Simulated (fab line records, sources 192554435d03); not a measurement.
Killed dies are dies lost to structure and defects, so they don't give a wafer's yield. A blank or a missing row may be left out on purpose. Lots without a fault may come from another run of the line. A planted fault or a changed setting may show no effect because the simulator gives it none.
Split-lot experiment | flow n5_finfet | 7 lots, 21 wafers read, on a route of 1938 steps

THE SPLIT
At N5_BEOL_M9_ETCH_66 (etches SOC in N2/H2, target depth 80 nm, overetch 16 nm, time 120 s), the setting bias_w was moved away from the recipe's 150 W on 4 of the 21 wafers read, by -10.1% to +14.3%. The other wafers ran this setting at the recipe's value.

The reading is taken at the split's own step.

THE READING
rf_vpp_V, in V, at N5_BEOL_M9_ETCH_66 (etches SOC in N2/H2, target depth 80 nm, overetch 16 nm, time 120 s). Fault-free wafers of this fab line usually give 523.8 V, standard deviation 2.6 V.

wafer  | tool, chamber at the split | bias_w as run, W | against the recipe | rf_vpp_V, V | against lot-mates on the recipe
L076.1 | rie_diel-03, 0             | 150              | recipe             | 521.5       | -
L076.2 | rie_diel-03, 2             | 150              | recipe             | 520.8       | -
L076.6 | rie_diel-03, 3             | 171.4            | +14.3%             | 572.3       | +51.1
L080.1 | rie_diel-02, 0             | 150              | recipe             | 526.4       | -
L080.2 | rie_diel-02, 2             | 134.9            | -10.1%             | 490.3       | -32.3
L080.4 | rie_diel-02, 3             | 150              | recipe             | 518.8       | -
L082.1 | rie_diel-04, 2             | 150              | recipe             | 523.6       | -
L082.2 | rie_diel-04, 1             | 150              | recipe             | 526.4       | -
L082.6 | rie_diel-04, 0             | 150              | recipe             | 520.0       | -
L084.2 | rie_diel-04, 1             | 150              | recipe             | 526.2       | -
L084.3 | rie_diel-04, 3             | 150              | recipe             | 528.1       | -
L084.5 | rie_diel-04, 2             | 150              | recipe             | 521.8       | -
L089.2 | rie_diel-02, 2             | 141              | -6.0%              | 503.2       | -20.6
L089.5 | rie_diel-02, 3             | 141              | -6.0%              | 499.4       | -24.4
L089.6 | rie_diel-02, 2             | 150              | recipe             | 523.8       | -
L093.2 | rie_diel-04, 1             | 150              | recipe             | 525.7       | -
L093.3 | rie_diel-04, 2             | 150              | recipe             | 521.8       | -
L093.4 | rie_diel-04, 0             | 150              | recipe             | 528.0       | -
L095.4 | rie_diel-04, 0             | 150              | recipe             | 527.6       | -
L095.5 | rie_diel-04, 3             | 150              | recipe             | 527.1       | -
L095.6 | rie_diel-04, 2             | 150              | recipe             | 522.8       | -

THE FIT
A straight line over all 21 wafers: rf_vpp_V changes by +3.45 V for each +1% of bias_w; r = +0.98; the points scatter about the line by 2.9 V.
The same after taking each lot's own level away (the mean of its wafers on the recipe; 21 wafers): +3.52 V for each +1%; r = +0.99; scatter 2.6 V.
On that fit, the largest move of bias_w shifts the reading by 50 V.
The lots' own levels span 521.15 to 525.83 V, that is 1.8 times the standard deviation above.
So the lot-to-lot level changes the slope little: the two slopes agree.
Check: with one of the wafers moved furthest among these (+14.3%) left out of the fit, the line predicts +48.7 V for it against its lot-mates. It came out at +51.1 V against them.
Tool readings at the split's step, against how far the setting was moved: rf_vpp_V r = +0.98.

OTHER SPLITS ON THESE WAFERS
These wafers also went through other splits before the reading. Each is held against what the fit with the lots' levels taken away leaves over:
other split on the same wafers     | wafers away from the commonest value | r with rf_vpp_V (lot level and that fit taken away)
N5_BEOL_M0_SAQP_DESCUM_19 time_s   | 8                                    | -0.20
N5_BEOL_M1_PECVD_72 time_s         | 6                                    | -0.02
N5_BEOL_M2_TRENCH_ETCH_37 source_w | 10                                   | -0.01
N5_BEOL_M5_ETCH_62 source_w        | 6                                    | +0.07
N5_BEOL_M5_COAT_66 spin_rpm        | 10                                   | +0.01
N5_BEOL_M6_PECVD_70 time_s         | 8                                    | -0.07
N5_BEOL_M6_COAT_05 spin_rpm        | 8                                    | +0.01
N5_BEOL_M7_PECVD_70 temp_c         | 6                                    | -0.37
N5_BEOL_M8_ILD_DEP_00 time_s       | 9                                    | +0.01

THE FILE'S OWN FIT
rf_vpp_V changes by +3.49 V for each +1% of bias_w, r = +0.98.
